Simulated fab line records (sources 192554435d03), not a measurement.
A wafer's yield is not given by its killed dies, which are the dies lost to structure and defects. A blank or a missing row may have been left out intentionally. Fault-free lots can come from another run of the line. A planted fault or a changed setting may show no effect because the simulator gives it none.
One fault through the eyes of 3 desks + flow n5_finfet + what lay behind the numbers comes last; until then each desk has only its own

== AT THE TOOL OWNER'S DESK: rie_diel-05 ==
The tool's own readings at N5_BEOL_M5_ETCH_62 (etches SOC in N2/H2, target depth 75 nm, overetch 15 nm, time 112.5 s): means of the sampled wafers that have a number, for each lot that ran on this tool. Any lot whose mean is over 4 standard deviations away from the usual mean is out of limits and marked OUT; that distance is given in the brackets.
Columns: A = drypump_motor_current_A at N5_BEOL_M5_ETCH_62, usual 5.7 A; B = oes_product_au at N5_BEOL_M5_ETCH_62, usual 0.62 a.u.; C = rf_vpp_V at N5_BEOL_M5_ETCH_62, usual 523.7 V; D = showerhead_plenum_p_Torr at N5_BEOL_M5_ETCH_62, usual 2.54 Torr; E = throttle_valve_pct at N5_BEOL_M5_ETCH_62, usual 17.83 %
| lot  | first seen here | A   | B    | C     | D    | E     |
|------|-----------------|-----|------|-------|------|-------|
| L547 | day 8 14:28     | 5.9 | 0.63 | 524.7 | 2.55 | 17.71 |
| L551 | day 9 18:46     | 5.5 | 0.65 | 524.2 | 2.53 | 17.67 |
| L556 | day 10 21:35    | 5.7 | 0.59 | 521.9 | 2.50 | 17.78 |
| L557 | day 11 17:28    | 5.8 | 0.59 | 523.2 | 2.50 | 17.81 |
| L558 | day 11 21:32    | 5.5 | 0.61 | 523.1 | 2.53 | 17.69 |
| L570 | day 14 11:01    | 5.6 | 0.63 | 522.0 | 2.49 | 17.82 |
This desk's verdict: no lot among the 6 shows anything out of limits.

== FROM THE METROLOGY DESK ==
What the gauges read for every lot (on any tool): the sampled wafers with a number, averaged. Any lot whose mean is over 4 standard deviations away from the usual mean is out of limits and marked OUT; that distance is given in the brackets. Shown here are 7 of its 12 readings, the ones lying furthest out on some lot.
Columns: A = DIBL_N at N5_BEOL_M4_RC_MEAS_101, usual 36.3 mV/V; B = DIBL_P at N5_BEOL_M4_RC_MEAS_101, usual 36.5 mV/V; C = IOFF_N at N5_BEOL_M4_RC_MEAS_101, usual 0.163 nA/um; D = IOFF_P at N5_BEOL_M4_RC_MEAS_101, usual 0.22 nA/um; E = VT_N at N5_BEOL_M4_RC_MEAS_101, usual 249.3 mV; F = VT_P at N5_BEOL_M4_RC_MEAS_101, usual -250 mV; G = trench_depth_nm at N5_BEOL_M5_OCD_MEAS_38, usual 71.6 nm
| lot  | first seen here | A    | B    | C     | D    | E     | F    | G    |
|------|-----------------|------|------|-------|------|-------|------|------|
| L547 | day 8 10:20     | 33.9 | 34.1 | 0.131 | 0.16 | 252.4 | -255 | 72.9 |
| L551 | day 9 14:32     | 37.1 | 37.2 | 0.165 | 0.23 | 248.0 | -249 | 70.7 |
| L556 | day 10 18:48    | 39.1 | 38.0 | 0.225 | 0.28 | 244.6 | -246 | 72.4 |
| L557 | day 11 14:51    | 36.5 | 36.9 | 0.168 | 0.23 | 249.3 | -248 | 71.3 |
| L558 | day 11 17:46    | 35.0 | 35.2 | 0.150 | 0.22 | 249.4 | -249 | 74.1 |
| L561 | day 12 06:45    | 36.9 | 36.7 | 0.183 | 0.22 | 246.7 | -249 | 71.7 |
| L566 | day 13 19:29    | 34.2 | 34.0 | 0.125 | 0.21 | 255.6 | -247 | 70.3 |
| L568 | day 13 21:23    | 35.9 | 36.1 | 0.147 | 0.20 | 251.8 | -253 | 72.8 |
| L570 | day 14 08:29    | 37.1 | 36.8 | 0.185 | 0.26 | 245.9 | -246 | 71.5 |
This desk's verdict: no lot among the 9 shows anything out of limits.

== THE DEFECT DESK ==
For each lot, the counts of the inspections along the route, averaged over the sampled wafers that have a number. Any lot whose mean is over 4 standard deviations away from the usual mean is out of limits and marked OUT; that distance is given in the brackets.
Columns: A = raw_defect_count at N5_BEOL_M5_INSPECT_30, usual 378
| lot  | first seen here | A   |
|------|-----------------|-----|
| L547 | day 8 17:32     | 257 |
| L551 | day 9 22:21     | 396 |
| L556 | day 10 22:37    | 470 |
| L557 | day 11 19:42    | 554 |
| L558 | day 12 00:46    | 334 |
| L561 | day 12 13:07    | 501 |
| L568 | day 14 03:28    | 377 |
| L566 | day 14 03:31    | 403 |
| L570 | day 14 12:35    | 459 |
This desk's verdict: no lot among the 9 shows anything out of limits.

== TAKEN TOGETHER ==
The tool owner's desk saw nothing out of limits.
Metrology desk: nothing out of limits seen.
The defect desk saw nothing out of limits.

== WHAT HAD BEEN PUT IN BY THE SIMULATOR ==
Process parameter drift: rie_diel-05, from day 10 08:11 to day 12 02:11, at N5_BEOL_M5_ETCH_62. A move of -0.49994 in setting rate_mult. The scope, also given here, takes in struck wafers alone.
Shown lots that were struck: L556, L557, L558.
